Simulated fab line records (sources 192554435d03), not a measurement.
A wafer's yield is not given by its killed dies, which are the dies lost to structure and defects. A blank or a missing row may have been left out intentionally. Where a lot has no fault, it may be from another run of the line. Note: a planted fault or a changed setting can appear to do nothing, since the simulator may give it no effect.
fab line records + flow n5Finfet
record
- lots=7
- wafers=21
- lastDay=16
route steps=1938 shown HKMG_FIN@436 BEOL_M4@1111
lots with no fault: from the same line, run without faults
startH: start of the lot's first displayed wafer, in hours after the record's first day + waitH: time in hours since the lot's previous step + " identical to the entry in the row above + L1.1+2: one row covering several wafers at once + - no value, or no start given + * or withheld: withheld + < > ~ a bound
route shown NAME@n: NAME is a module with steps in the file, n the number in the route of the first one + usual: mean/standard deviation of fault-free wafers + same: alike in all rows + chamber/n: place in a boat + sites: per-site readings + _std_site: the standard deviation of these + _edge_site: the outer-site mean with the inner-site mean subtracted + radiusMm: how far each site lies from the wafer's centre + mask NAME#n: copy n + behind: the last tool/chamber to shape the wafer + hold: cause of the lot's hold/its duration in hours/its outcome + device: names the non-switching transistor (n, p or np) + end of line: at the end of the route, the tests of the same wafers + a step with no rows: only its recipe + killed: dies that structure and defects cost at the first sort, which is not the same as the wafer's yield + map: shows each die of a wafer: x if killed, . if not, _ if none is there
set.NAME: the setting as run; set.NAME@STEP: as run at that earlier step + model.NAME: the simulator's own value behind a step, which no gauge read
lots seen at some steps along the route; tables by step, rows by wafer
services: from which hour (startH, from the record's first day; less than 0 if before it) a tool's chamber was out of use, for how many hours, and why
## steps
# step N5_HKMG_FIN_STRIP_33
# recipe
- chemistry=N2/H2
- tempC=40
- n2FlowSccm=200
- h2FlowSccm=200
- rfFrequencyHz=6e+07
# step N5_HKMG_FIN_STRIP_34
# recipe
- chemistry=CF4
- resist=SiARC
- powerW=300
- biasPowerW=75
- pressureMtorr=50
- cf4FlowSccm=150
- rfFrequencyHz=6e+07
# step N5_HKMG_FIN_ETCH_35
# recipe
- chemistry=N2/H2
- target=SOC
- targetDepthA=2158
- ionEnergyEv=65
- biasW=5
- sourceW=3000
- timeS=243.4
- pressureMtorr=30
- n2FlowSccm=200
- h2FlowSccm=200
# usual
- chamberPressureMTorr=30.001/0.025
- drypumpMotorCurrentA=5.7/0.45
- h2FlowSccm=200.1/0.58
- n2FlowSccm=200.0/0.51
- oesProductAu=0.82/0.099
- rfVppV=141.6/1
- showerheadPlenumPTorr=2.56/0.098
- throttleValvePct=17.86/0.27
| lot.wafer | tool       | chamber | startH | waitH | chamberPressureMTorr | drypumpMotorCurrentA | h2FlowSccm | n2FlowSccm | oesProductAu | rfHoursCounterH | rfVppV | showerheadPlenumPTorr | throttleValvePct |
|-----------|------------|---------|--------|-------|----------------------|----------------------|------------|------------|--------------|-----------------|--------|-----------------------|------------------|
| L684.3    | rieDiel-06 | 1       | 87.18  | 0.0   | 30.051               | 6.3                  | 199.1      | 200.8      | 0.68         | 242             | 140.6  | 2.50                  | 17.85            |
| L684.5    | "          | 1       | "      | "     | 30.004               | 6.3                  | 199.0      | 200.6      | 0.68         | -               | 141.5  | 2.50                  | 17.85            |
| L684.6    | "          | 2       | "      | "     | 29.986               | 5.5                  | 201.4      | 199.4      | 0.74         | -               | 143.1  | 2.64                  | 18.34            |
| L685.2    | rieDiel-02 | 0       | 90.77  | 0.0   | 29.991               | 5.5                  | 200.2      | 200.8      | 0.99         | 3               | 143.3  | 2.72                  | 17.75            |
| L685.4    | "          | 1       | "      | "     | 30.026               | 6.3                  | 200.1      | 199.5      | 0.81         | 117             | 140.3  | 2.46                  | 17.59            |
| L685.6    | "          | 1       | "      | "     | 30.010               | 6.3                  | 199.6      | 199.9      | 0.81         | -               | 141.0  | 2.46                  | 17.61            |
| L693.4    | rieDiel-01 | 1       | 142.06 | 0.0   | 29.967               | 5.0                  | 201.1      | 199.8      | 0.74         | 163             | 140.2  | 2.45                  | 18.40            |
| L693.5    | "          | 2       | "      | "     | 29.970               | 6.2                  | 200.8      | 199.9      | 0.68         | -               | 142.1  | 2.60                  | 18.07            |
| L693.6    | "          | 1       | "      | "     | 29.997               | 5.0                  | 200.6      | 199.9      | 0.74         | -               | 140.1  | 2.45                  | 18.40            |
| L694.1    | rieDiel-01 | 3       | 142.63 | 0.0   | 29.975               | 5.4                  | 199.6      | 200.5      | 0.91         | 24              | 141.4  | 2.47                  | 17.61            |
| L694.4    | "          | 1       | "      | "     | 30.007               | 5.0                  | 200.3      | 199.7      | 0.75         | 163             | 140.0  | 2.45                  | 18.40            |
| L694.5    | "          | 2       | "      | "     | 29.967               | 6.2                  | 199.9      | 199.6      | 0.69         | -               | 142.7  | 2.60                  | 18.06            |
| L695.1    | rieDiel-01 | 1       | 146.99 | 0.0   | 30.000               | 5.0                  | 201.1      | 200.5      | 0.74         | 165             | 142.1  | 2.45                  | 18.41            |
| L695.2    | "          | 0       | "      | "     | 29.988               | 4.7                  | 199.9      | 200.1      | 0.72         | 190             | 140.9  | 2.54                  | 17.79            |
| L695.5    | "          | 3       | "      | "     | 30.001               | 5.4                  | 201.1      | 199.8      | 0.90         | -               | 143.0  | 2.46                  | 17.60            |
| L696.3    | rieDiel-01 | 0       | 154.70 | 0.0   | 30.008               | 4.7                  | 199.3      | 199.6      | 0.72         | 193             | 140.2  | 2.54                  | 17.78            |
| L696.4    | "          | 3       | "      | "     | 29.949               | 5.4                  | 200.0      | 200.7      | 0.89         | -               | 141.4  | 2.46                  | 17.61            |
| L696.6    | "          | 0       | "      | "     | 29.989               | 4.7                  | 200.2      | 199.2      | 0.72         | -               | 141.9  | 2.54                  | 17.78            |
| L704.4    | rieDiel-02 | 2       | 201.17 | 0.0   | 30.057               | 5.8                  | 200.1      | 199.9      | 0.90         | 30              | 142.8  | 2.61                  | 17.81            |
| L704.5    | "          | 1       | "      | "     | 29.976               | 6.3                  | 200.9      | 200.4      | 0.77         | -               | 140.4  | 2.44                  | 17.67            |
| L704.6    | "          | 0       | "      | "     | 29.990               | 5.5                  | 199.9      | 200.0      | 0.90         | -               | 143.3  | 2.70                  | 17.83            |
# step N5_HKMG_FIN_STRIP_92
# recipe
- chemistry=N2/H2
- material=SOC
- timeS=20
- powerW=500
- tempC=40
- pressureMtorr=50
- rfFrequencyHz=6e+07
- biasPowerW=8
- h2Frac=0.5
- n2FlowSccm=300
- h2FlowSccm=300
# usual
- chamberPressureMTorr=50.00/0.042
- drypumpMotorCurrentA=5.7/0.45
- h2FlowSccm=299.9/0.88
- n2FlowSccm=300.0/0.86
- oesProductAu=0.82/0.098
- rfVppV=54.2/0.83
- showerheadPlenumPTorr=3.38/0.12
- throttleValvePct=19.1/0.36
| lot.wafer | tool       | chamber | startH | waitH | chamberPressureMTorr | drypumpMotorCurrentA | h2FlowSccm | n2FlowSccm | oesProductAu | rfHoursCounterH | rfVppV | showerheadPlenumPTorr | throttleValvePct |
|-----------|------------|---------|--------|-------|----------------------|----------------------|------------|------------|--------------|-----------------|--------|-----------------------|------------------|
| L684.3    | rieDiel-06 | 1       | 87.33  | 0.1   | 50.00                | 6.3                  | 300.7      | 298.2      | 0.67         | 242             | 54.5   | 3.30                  | 18.8             |
| L684.5    | "          | 1       | "      | "     | 50.01                | 6.3                  | 299.4      | 301.7      | 0.68         | -               | 54.3   | 3.30                  | 18.8             |
| L684.6    | "          | 2       | "      | "     | 49.96                | 5.6                  | 301.1      | 299.0      | 0.75         | -               | 55.0   | 3.49                  | 19.8             |
| L685.2    | rieDiel-02 | 0       | 90.92  | 0.1   | 50.01                | 5.6                  | 299.4      | 300.6      | 1.00         | 3               | 54.1   | 3.58                  | 19.3             |
| L685.4    | "          | 1       | "      | "     | 50.03                | 6.4                  | 299.5      | 299.7      | 0.82         | 117             | 53.6   | 3.26                  | 18.7             |
| L685.6    | "          | 1       | "      | "     | 50.09                | 6.4                  | 299.9      | 300.2      | 0.82         | -               | 53.2   | 3.25                  | 18.7             |
| L693.4    | rieDiel-01 | 1       | 142.21 | 0.1   | 49.96                | 5.0                  | 301.1      | 300.4      | 0.74         | 163             | 53.7   | 3.24                  | 19.7             |
| L693.5    | "          | 2       | "      | "     | 50.04                | 6.2                  | 300.5      | 300.8      | 0.69         | -               | 53.2   | 3.43                  | 19.2             |
| L693.6    | "          | 1       | "      | "     | 50.05                | 5.1                  | 298.6      | 299.0      | 0.75         | -               | 52.9   | 3.24                  | 19.7             |
| L694.1    | rieDiel-01 | 3       | 142.78 | 0.1   | 50.05                | 5.4                  | 301.7      | 299.1      | 0.90         | 24              | 53.1   | 3.26                  | 19.1             |
| L694.4    | "          | 1       | "      | "     | 50.00                | 5.1                  | 300.9      | 298.6      | 0.74         | 163             | 54.2   | 3.24                  | 19.7             |
| L694.5    | "          | 2       | "      | "     | 49.98                | 6.2                  | 301.5      | 301.7      | 0.68         | -               | 53.2   | 3.43                  | 19.2             |
| L695.1    | rieDiel-01 | 1       | 147.14 | 0.1   | 49.98                | 5.0                  | 299.5      | 297.3      | 0.73         | 165             | 53.6   | 3.24                  | 19.7             |
| L695.2    | "          | 0       | "      | "     | 49.95                | 4.7                  | 300.5      | 299.5      | 0.73         | 190             | 54.7   | 3.35                  | 18.8             |
| L695.5    | "          | 3       | "      | "     | 49.99                | 5.4                  | 298.4      | 299.3      | 0.89         | -               | 53.7   | 3.26                  | 19.1             |
| L696.3    | rieDiel-01 | 0       | 154.85 | 0.1   | 49.94                | 4.7                  | 299.8      | 299.5      | 0.73         | 194             | 54.2   | 3.35                  | 18.8             |
| L696.4    | "          | 3       | "      | "     | 50.08                | 5.4                  | 301.4      | 301.3      | 0.90         | -               | 54.0   | 3.26                  | 19.1             |
| L696.6    | "          | 0       | "      | "     | 50.05                | 4.7                  | 300.2      | 299.4      | 0.73         | -               | 54.4   | 3.35                  | 18.8             |
| L704.4    | rieDiel-02 | 2       | 201.32 | 0.1   | 49.97                | 5.8                  | 299.5      | 299.7      | 0.88         | 30              | 55.6   | 3.45                  | 19.0             |
| L704.5    | "          | 1       | "      | "     | 50.06                | 6.3                  | 300.3      | 298.7      | 0.77         | -               | 54.2   | 3.23                  | 18.8             |
| L704.6    | "          | 0       | "      | "     | 49.95                | 5.5                  | 299.8      | 299.3      | 0.89         | -               | 55.4   | 3.56                  | 19.4             |
# step N5_HKMG_FIN_WET_ETCH_18
# recipe
- chemistry=SC1
- target=TiN
- mix=1:1:5
- tempC=*
- timeS=55
- targetDepthNm=5.2
- dry=ipaMarangoni
- rinseTimeS=30
- rinseTempC=23
# step N5_HKMG_FIN_STRIP_19
# recipe
- chemistry=N2/H2
- powerW=2500
- tempC=300
- h2Frac=0.65
- timeS=360
- pressureMtorr=withheld
- n2FlowSccm=1750
- h2FlowSccm=3250
# step N5_HKMG_FIN_ALD_91
# recipe
- material=TiN
- targetThkA=10
- tempC=400
- aldPrecursorFamily=TiCl4
- aldCoReactant=NH3
- pulseTimeS=1
- purgeTimeS=3
- coReactantPurgeTimeS=2
- coReactantPulseTimeS=2
- aldCycles=47
- pressureTorr=3
# step N5_HKMG_FIN_COAT_85
# recipe
- resist=SOC
- tempC=250
- timeS=60
- spinRpm=1500
- resistThkNm=300
# step N5_HKMG_FIN_ETCH_86
# recipe
- chemistry=N2/H2
- target=SOC
- targetDepthA=3932
- stopOn=TiN
- ionEnergyEv=100
- biasW=61
- pressureMtorr=30
- sourceW=850
- n2FlowSccm=200
- h2FlowSccm=200
# usual
- chamberPressureMTorr=30.001/0.026
- drypumpMotorCurrentA=5.7/0.5
- h2FlowSccm=200.0/0.69
- n2FlowSccm=200.1/0.52
- oesProductAu=0.81/0.093
- rfVppV=240.7/1.5
- showerheadPlenumPTorr=2.55/0.093
- throttleValvePct=17.82/0.29
| lot.wafer | tool       | chamber | startH | waitH | chamberPressureMTorr | drypumpMotorCurrentA | h2FlowSccm | n2FlowSccm | oesProductAu | rfHoursCounterH | rfVppV | showerheadPlenumPTorr | throttleValvePct |
|-----------|------------|---------|--------|-------|----------------------|----------------------|------------|------------|--------------|-----------------|--------|-----------------------|------------------|
| L684.3    | rieDiel-01 | 0       | 88.46  | -     | 30.004               | 4.7                  | 198.8      | 201.1      | 0.75         | 167             | 239.9  | 2.55                  | 17.70            |
| L684.5    | "          | 0       | "      | "     | 29.952               | 4.7                  | 199.0      | 200.5      | 0.75         | -               | 241.8  | 2.55                  | 17.73            |
| L684.6    | "          | 1       | "      | "     | 30.072               | 5.0                  | 200.0      | 199.9      | 0.75         | -               | 238.9  | 2.46                  | 18.34            |
| L685.2    | rieDiel-06 | 3       | 91.85  | -     | 30.012               | 5.6                  | 199.5      | 200.0      | 0.83         | 58              | 238.9  | 2.48                  | 17.86            |
| L685.4    | "          | 2       | "      | "     | 30.009               | 5.6                  | 200.4      | 199.8      | 0.72         | 178             | 243.8  | 2.64                  | 18.30            |
| L685.6    | "          | 3       | "      | "     | 30.026               | 5.6                  | 199.9      | 201.0      | 0.82         | -               | 240.2  | 2.48                  | 17.86            |
| L693.4    | rieDiel-01 | 1       | 143.08 | -     | 29.990               | 5.0                  | 201.0      | 198.9      | 0.74         | 163             | 239.7  | 2.45                  | 18.38            |
| L693.5    | "          | 3       | "      | "     | 30.002               | 5.4                  | 200.3      | 200.8      | 0.91         | -               | 240.9  | 2.47                  | 17.57            |
| L693.6    | "          | 0       | "      | "     | 30.041               | 4.7                  | 199.8      | 199.8      | 0.73         | -               | 239.8  | 2.54                  | 17.75            |
| L694.1    | rieDiel-02 | 2       | 143.66 | -     | 30.011               | 5.8                  | 200.4      | 199.7      | 0.92         | 8               | 239.8  | 2.62                  | 17.72            |
| L694.4    | "          | 0       | "      | "     | 30.007               | 5.5                  | 200.1      | 199.7      | 0.90         | 24              | 242.6  | 2.71                  | 17.76            |
| L694.5    | "          | 0       | "      | "     | 30.000               | 5.5                  | 200.2      | 200.3      | 0.90         | -               | 241.4  | 2.71                  | 17.76            |
| L695.1    | rieDiel-06 | 0       | 148.01 | -     | 30.004               | 5.7                  | 200.3      | 199.4      | 0.85         | 47              | 242.2  | 2.70                  | 17.53            |
| L695.2    | "          | 3       | "      | "     | 30.010               | 5.6                  | 200.5      | 200.6      | 0.80         | 79              | 240.3  | 2.47                  | 17.90            |
| L695.5    | "          | 1       | "      | "     | 29.979               | 6.3                  | 200.6      | 199.8      | 0.95         | -               | 238.7  | 2.49                  | 17.39            |
| L696.3    | rieDiel-06 | 2       | 155.72 | -     | 30.008               | 5.6                  | 200.5      | 199.4      | 0.71         | 202             | 242.1  | 2.63                  | 18.35            |
| L696.4    | "          | 3       | "      | "     | 29.998               | 5.6                  | 199.1      | 200.1      | 0.80         | 82              | 239.6  | 2.47                  | 17.91            |
| L696.6    | "          | 3       | "      | "     | 29.985               | 5.6                  | 199.8      | 200.2      | 0.81         | -               | 239.2  | 2.47                  | 17.89            |
| L704.4    | rieDiel-02 | 2       | 202.23 | -     | 30.035               | 5.8                  | 200.8      | 200.3      | 0.87         | 30              | 241.4  | 2.61                  | 17.77            |
| L704.5    | "          | 1       | "      | "     | 29.972               | 6.4                  | 200.0      | 199.9      | 0.75         | -               | 238.2  | 2.44                  | 17.62            |
| L704.6    | "          | 0       | "      | "     | 29.978               | 5.5                  | 200.9      | 200.6      | 0.86         | -               | 242.3  | 2.70                  | 17.80            |
# step N5_HKMG_FIN_STRIP_89
# recipe
- chemistry=N2/H2
- material=SOC
- timeS=20
- powerW=500
- tempC=40
- pressureMtorr=50
- rfFrequencyHz=6e+07
- biasPowerW=8
- h2Frac=0.5
- n2FlowSccm=300
- h2FlowSccm=300
# step N5_HKMG_FIN_WET_ETCH_87
# recipe
- chemistry=SC1
- target=TiN
- mix=1:2:40
- tempC=50
- timeS=154.2
- targetDepthNm=4.7
- dry=ipaMarangoni
- rinseTimeS=30
- rinseTempC=23
# step N5_HKMG_FIN_STRIP_88
# recipe
- chemistry=N2/H2
- powerW=2500
- tempC=300
- h2Frac=0.65
- timeS=360
- pressureMtorr=withheld
- n2FlowSccm=1750
- h2FlowSccm=3250
# usual
- drypumpMotorCurrentA=5.8/0.42
- h2FlowSccm=3250/9.1
- heaterPowerW=495/39
- n2FlowSccm=1751/5.5
| lot.wafer | tool           | chamber | startH | waitH | drypumpMotorCurrentA | h2FlowSccm | heaterPowerW | n2FlowSccm | rfHoursCounterH |
|-----------|----------------|---------|--------|-------|----------------------|------------|--------------|------------|-----------------|
| L684.3    | plasmaAsher-02 | 0       | 89.10  | 0.4   | 5.8                  | 3251       | 544          | 1745       | -               |
| L684.5    | "              | 0       | "      | "     | 5.8                  | 3260       | 539          | 1750       | -               |
| L684.6    | "              | 1       | "      | "     | 5.9                  | 3259       | 441          | 1744       | -               |
| L685.2    | plasmaAsher-02 | 1       | 92.10  | 0.0   | 5.9                  | 3253       | 451          | 1754       | 89              |
| L685.4    | "              | 1       | "      | "     | 5.9                  | 3244       | 434          | 1751       | -               |
| L685.6    | "              | 1       | "      | "     | 5.9                  | 3254       | 446          | 1749       | -               |
| L693.4    | plasmaAsher-01 | 1       | 143.45 | 0.1   | 6.4                  | 3238       | 495          | 1749       | -               |
| L693.5    | "              | 1       | "      | "     | 6.3                  | 3243       | 484          | 1758       | -               |
| L693.6    | "              | 0       | "      | "     | 5.0                  | 3242       | 510          | 1751       | -               |
| L694.1    | plasmaAsher-01 | 0       | 143.91 | 0.0   | 5.0                  | 3255       | 514          | 1759       | 49              |
| L694.4    | "              | 0       | "      | "     | 5.0                  | 3246       | 508          | 1762       | -               |
| L694.5    | "              | 1       | "      | "     | 6.4                  | 3253       | 493          | 1755       | -               |
| L695.1    | plasmaAsher-01 | 0       | 148.26 | 0.0   | 5.0                  | 3251       | 498          | 1744       | 51              |
| L695.2    | "              | 1       | "      | "     | 6.4                  | 3242       | 490          | 1742       | 51              |
| L695.5    | "              | 1       | "      | "     | 6.3                  | 3249       | 500          | 1749       | -               |
| L696.3    | plasmaAsher-02 | 1       | 156.09 | 0.1   | 5.9                  | 3248       | 442          | 1751       | -               |
| L696.4    | "              | 0       | "      | "     | 5.8                  | 3255       | 527          | 1749       | -               |
| L696.6    | "              | 0       | "      | "     | 5.9                  | 3252       | 532          | 1746       | -               |
| L704.4    | plasmaAsher-02 | 0       | 202.60 | 0.1   | 5.8                  | 3242       | 541          | 1743       | -               |
| L704.5    | "              | 0       | "      | "     | 5.9                  | 3243       | 545          | 1745       | -               |
| L704.6    | "              | 1       | "      | "     | 5.9                  | 3252       | 446          | 1744       | -               |
# step N5_HKMG_FIN_NWFM_ALD_20
# recipe
- material=TiAlC
- targetThkA=20
- tempC=300
- aldPrecursorFamily=TiCl4
- aldCoReactant=TEA
- pulseTimeS=3
- purgeTimeS=2
- coReactantPurgeTimeS=2
- coReactantPulseTimeS=10
- aldCycles=7
- pressureTorr=3
# usual
- coReactantPulseTimeS=10/0
- heaterPowerW=481/36
- precursorPulseHeightRel=1.002/0.019
| lot.wafer | tool        | chamber | startH | waitH | coReactantPulseTimeS | heaterPowerW | precursorPulseHeightRel |
|-----------|-------------|---------|--------|-------|----------------------|--------------|-------------------------|
| L684.3    | aldMetal-03 | 1       | 89.36  | 0.1   | 10                   | 509          | 0.987                   |
| L684.5    | "           | 3       | "      | "     | 10                   | 523          | 0.988                   |
| L684.6    | "           | 2       | "      | "     | 10                   | 473          | 1.001                   |
| L685.2    | aldMetal-02 | 1       | 92.48  | 0.3   | 10                   | 481          | 0.981                   |
| L685.4    | "           | 2       | "      | "     | 10                   | 464          | 1.007                   |
| L685.6    | "           | 2       | "      | "     | 10                   | 456          | 1.000                   |
| L693.4    | aldMetal-03 | 0       | 143.71 | 0.1   | 7.9748               | 521          | 1.028                   |
| L693.5    | "           | 2       | "      | "     | 7.9748               | 478          | 1.003                   |
| L693.6    | "           | 3       | "      | "     | 7.9748               | 513          | 1.018                   |
| L694.1    | aldMetal-01 | 1       | 144.30 | 0.3   | 10                   | 378          | 1.012                   |
| L694.4    | "           | 1       | "      | "     | 10                   | 366          | 1.011                   |
| L694.5    | "           | 0       | "      | "     | 10                   | 471          | 1.010                   |
| L695.1    | aldMetal-03 | 0       | 148.64 | 0.3   | 7.9748               | 509          | 0.967                   |
| L695.2    | "           | 3       | "      | "     | 7.9748               | 507          | 0.990                   |
| L695.5    | "           | 1       | "      | "     | 7.9748               | 512          | 0.986                   |
| L696.3    | aldMetal-03 | 0       | 156.35 | 0.1   | 7.9748               | 519          | 1.023                   |
| L696.4    | "           | 1       | "      | "     | 7.9748               | 522          | 1.021                   |
| L696.6    | "           | 1       | "      | "     | 7.9748               | 524          | 0.994                   |
| L704.4    | aldMetal-02 | 3       | 202.86 | 0.1   | 10                   | 446          | 0.998                   |
| L704.5    | "           | 0       | "      | "     | 10                   | 457          | 0.975                   |
| L704.6    | "           | 1       | "      | "     | 10                   | 480          | 1.021                   |
# step N5_HKMG_FIN_ALD_71
# recipe
- material=TiN
- targetThkA=10
- tempC=400
- aldPrecursorFamily=TiCl4
- aldCoReactant=NH3
- pulseTimeS=1
- purgeTimeS=3
- coReactantPurgeTimeS=2
- coReactantPulseTimeS=2
- aldCycles=47
- pressureTorr=3
# usual
- coReactantPulseTimeS=2/0
- heaterPowerW=858/61
- precursorPulseHeightRel=1.000/0.018
| lot.wafer | tool        | chamber | startH | waitH | coReactantPulseTimeS | heaterPowerW | precursorPulseHeightRel |
|-----------|-------------|---------|--------|-------|----------------------|--------------|-------------------------|
| L684.3    | aldMetal-03 | 1       | 89.46  | 0.0   | 2                    | 940          | 1.022                   |
| L684.5    | "           | 3       | "      | "     | 2                    | 934          | 0.992                   |
| L684.6    | "           | 2       | "      | "     | 2                    | 865          | 1.013                   |
| L685.2    | aldMetal-02 | 1       | 92.58  | 0.0   | 2                    | 853          | 0.991                   |
| L685.4    | "           | 2       | "      | "     | 2                    | 810          | 1.001                   |
| L685.6    | "           | 2       | "      | "     | 2                    | 813          | 0.995                   |
| L693.4    | aldMetal-03 | 0       | 143.81 | 0.1   | 2                    | 937          | 0.966                   |
| L693.5    | "           | 2       | "      | "     | 2                    | 881          | 0.992                   |
| L693.6    | "           | 3       | "      | "     | 2                    | 913          | 0.968                   |
| L694.1    | aldMetal-01 | 1       | 144.40 | 0.0   | 2                    | 675          | 0.973                   |
| L694.4    | "           | 1       | "      | "     | 2                    | 680          | 1.020                   |
| L694.5    | "           | 0       | "      | "     | 2                    | 837          | 0.986                   |
| L695.1    | aldMetal-03 | 0       | 148.74 | 0.1   | 2                    | 897          | 1.031                   |
| L695.2    | "           | 3       | "      | "     | 2                    | 933          | 0.987                   |
| L695.5    | "           | 1       | "      | "     | 2                    | 931          | 0.968                   |
| L696.3    | aldMetal-03 | 0       | 156.45 | 0.1   | 2                    | 926          | 0.988                   |
| L696.4    | "           | 1       | "      | "     | 2                    | 911          | 1.017                   |
| L696.6    | "           | 1       | "      | "     | 2                    | 909          | 1.000                   |
| L704.4    | aldMetal-02 | 3       | 202.96 | 0.0   | 2                    | 810          | 0.973                   |
| L704.5    | "           | 0       | "      | "     | 2                    | 805          | 1.035                   |
| L704.6    | "           | 1       | "      | "     | 2                    | 855          | 1.023                   |
# step N5_BEOL_M4_RC_MEAS_101
# usual
- DIBL_N=36.8/1.5
- DIBL_P=37.1/2.1
- IOFF_N=0.168/0.03
- IOFF_P=0.22/0.034
- ION_N=679/12
- ION_P=466/8
- SS_N=71.7/0.58
- SS_P=73.5/0.67
- VT_N=248.8/2.7
- VT_P=-250/3.3
| lot.wafer | tool      | chamber | startH | waitH | DIBL_N[mV/V] | DIBL_P[mV/V] | IOFF_N[nA/um] | IOFF_P[nA/um] | ION_N[uA/um] | ION_P[uA/um] | SS_N[mV/dec] | SS_P[mV/dec] | VT_N[mV] | VT_P[mV] |
|-----------|-----------|---------|--------|-------|--------------|--------------|---------------|---------------|--------------|--------------|--------------|--------------|----------|----------|
| L684.3    | prober-01 | 0       | 170.95 | 0.3   | 37.1         | 38.3         | 0.189         | 0.25          | 681          | 461          | 71.5         | 73.4         | 245.9    | -247     |
| L684.5    | "         | 0       | "      | "     | 37.0         | 37.9         | 0.182         | 0.25          | 684          | 467          | 71.4         | 74.3         | 248.8    | -247     |
| L684.6    | "         | 0       | "      | "     | 38.0         | 39.9         | 0.210         | 0.28          | 692          | 471          | 71.4         | 74.6         | 246.4    | -245     |
| L685.2    | prober-01 | 0       | 181.64 | 0.2   | 38.3         | 38.9         | 0.182         | 0.25          | 690          | 470          | 71.7         | 73.5         | 243.2    | -247     |
| L685.4    | "         | 0       | "      | "     | 35.0         | 34.0         | 0.110         | 0.17          | 651          | 459          | 71.0         | 71.8         | 250.6    | -253     |
| L685.6    | "         | 0       | "      | "     | 36.2         | 35.3         | 0.132         | 0.18          | 668          | 463          | 70.8         | 72.6         | 251.6    | -251     |
| L693.4    | prober-02 | 0       | 216.58 | 0.5   | 36.7         | 38.2         | 0.143         | 0.21          | 663          | 461          | 71.4         | 73.1         | 252.9    | -252     |
| L693.5    | "         | 0       | "      | "     | 37.8         | 39.3         | 0.160         | 0.23          | 669          | 463          | 71.5         | 74.2         | 250.5    | -250     |
| L693.6    | "         | 0       | "      | "     | 37.0         | 37.7         | 0.150         | 0.22          | 670          | 460          | 71.6         | 73.9         | 252.8    | -250     |
| L694.1    | prober-01 | 0       | 237.24 | 0.0   | 36.7         | 34.8         | 0.153         | 0.19          | 673          | 458          | 71.5         | 73.8         | 249.5    | -255     |
| L694.4    | "         | 0       | "      | "     | 34.9         | 34.6         | 0.138         | 0.19          | 665          | 457          | 70.9         | 73.4         | 250.2    | -254     |
| L694.5    | "         | 0       | "      | "     | 35.7         | 34.3         | 0.158         | 0.18          | 678          | 457          | 71.0         | 73.2         | 247.7    | -254     |
| L695.1    | prober-02 | 0       | 240.32 | 0.0   | 40.2         | 41.8         | 0.204         | 0.29          | 681          | 472          | 72.5         | 74.8         | 250.3    | -244     |
| L695.2    | "         | 0       | "      | "     | 34.4         | 35.9         | 0.106         | 0.19          | 642          | 461          | 71.3         | 73.3         | 257.2    | -248     |
| L695.5    | "         | 0       | "      | "     | 37.3         | 39.9         | 0.154         | 0.25          | 662          | 463          | 72.7         | 74.3         | 253.2    | -247     |
| L696.3    | prober-02 | 0       | 242.43 | 0.3   | 35.3         | 34.2         | 0.126         | 0.21          | 663          | 466          | 71.8         | 72.7         | 253.7    | -248     |
| L696.4    | "         | 0       | "      | "     | 35.9         | 35.8         | 0.134         | 0.24          | 658          | 470          | 71.9         | 73.7         | 255.7    | -247     |
| L696.6    | "         | 0       | "      | "     | 36.5         | 35.2         | 0.144         | 0.23          | 667          | 463          | 71.6         | 73.3         | 252.1    | -246     |
| L704.4    | prober-02 | 0       | 288.60 | 0.5   | 36.9         | 36.6         | 0.165         | 0.21          | 680          | 469          | 71.8         | 73.4         | 248.8    | -255     |
| L704.5    | "         | 0       | "      | "     | 37.2         | 37.0         | 0.182         | 0.23          | 697          | 481          | 72.4         | 73.6         | 250.4    | -249     |
| L704.6    | "         | 0       | "      | "     | 40.1         | 41.3         | 0.252         | 0.31          | 699          | 473          | 73.1         | 74.5         | 243.5    | -246     |
## services
| tool           | chamber | startH | hours | kind                         |
|----------------|---------|--------|-------|------------------------------|
| rieDiel-02     | 0       | 66.19  | -     | clean                        |
| rieDiel-02     | 0       | 66.19  | -     | consumableReplace:focusRing  |
| rieDiel-02     | 0       | 66.19  | -     | consumableReplace:showerhead |
| rieDiel-02     | 0       | 66.19  | 18.1  | scheduledDown                |
| rieDiel-02     | 0       | 66.19  | 18.1  | ventCycle                    |
| rieDiel-02     | -       | 72.54  | 11.6  | repair                       |
| plasmaAsher-01 | -       | 80.62  | 13.4  | repair                       |
| aldMetal-03    | 0       | 87.98  | 6.5   | repair                       |
| rieDiel-02     | 2       | 96.77  | 1.5   | repair                       |
| rieDiel-02     | 2       | 101.58 | -     | clean                        |
| rieDiel-02     | 2       | 101.58 | -     | consumableReplace:focusRing  |
| rieDiel-02     | 2       | 101.58 | 20.0  | scheduledDown                |
| aldMetal-01    | 0       | 104.37 | 4.3   | repair                       |
| aldMetal-02    | -       | 116.98 | 0.9   | repair                       |
| rieDiel-01     | 3       | 130.35 | 4.5   | repair                       |
| aldMetal-03    | 2       | 131.81 | 1.9   | repair                       |
| aldMetal-02    | 1       | 140.20 | 31.7  | repair                       |
| rieDiel-01     | 2       | 147.45 | -     | clean                        |
| rieDiel-01     | 2       | 147.45 | -     | consumableReplace:focusRing  |
| rieDiel-01     | 2       | 147.45 | 14.8  | scheduledDown                |
| rieDiel-01     | 2       | 147.45 | 14.8  | ventCycle                    |
| rieDiel-01     | -       | 148.96 | 0.1   | repair                       |
| rieDiel-02     | 1       | 158.46 | 5.5   | repair                       |
| aldMetal-01    | 0       | 164.19 | 25.1  | repair                       |
## key
firstSign
- step=N5_HKMG_FIN_NWFM_ALD_20
- reading=coReactantPulseTimeS
- direction=down
- sigmas=99+
- usual=*
- struck=*
effect
- step=N5_BEOL_M4_RC_MEAS_101
- reading=VT_N
- direction=up
- sigmas=1.6
- usual=248.8
- struck=253.1
effect
- step=N5_BEOL_M4_RC_MEAS_101
- reading=ION_N
- direction=down
- sigmas=1.3
- usual=679
- struck=664
metAt N5_HKMG_FIN_NWFM_ALD_20
struckWafers L693.4,L693.5,L693.6,L695.1,L695.2,L695.5,L696.3,L696.4,L696.6
onsetBetween 89.36 143.71
fault
- kind=processParameterDrift
- tool=aldMetal-03
- chamber=-
- onsetH=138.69
- steps=N5_HKMG_FIN_NWFM_ALD_20
- channel=coReactantPulseTimeS
- offset=*
- shape=step
- endH=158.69
- actsIn=*
- stated=*
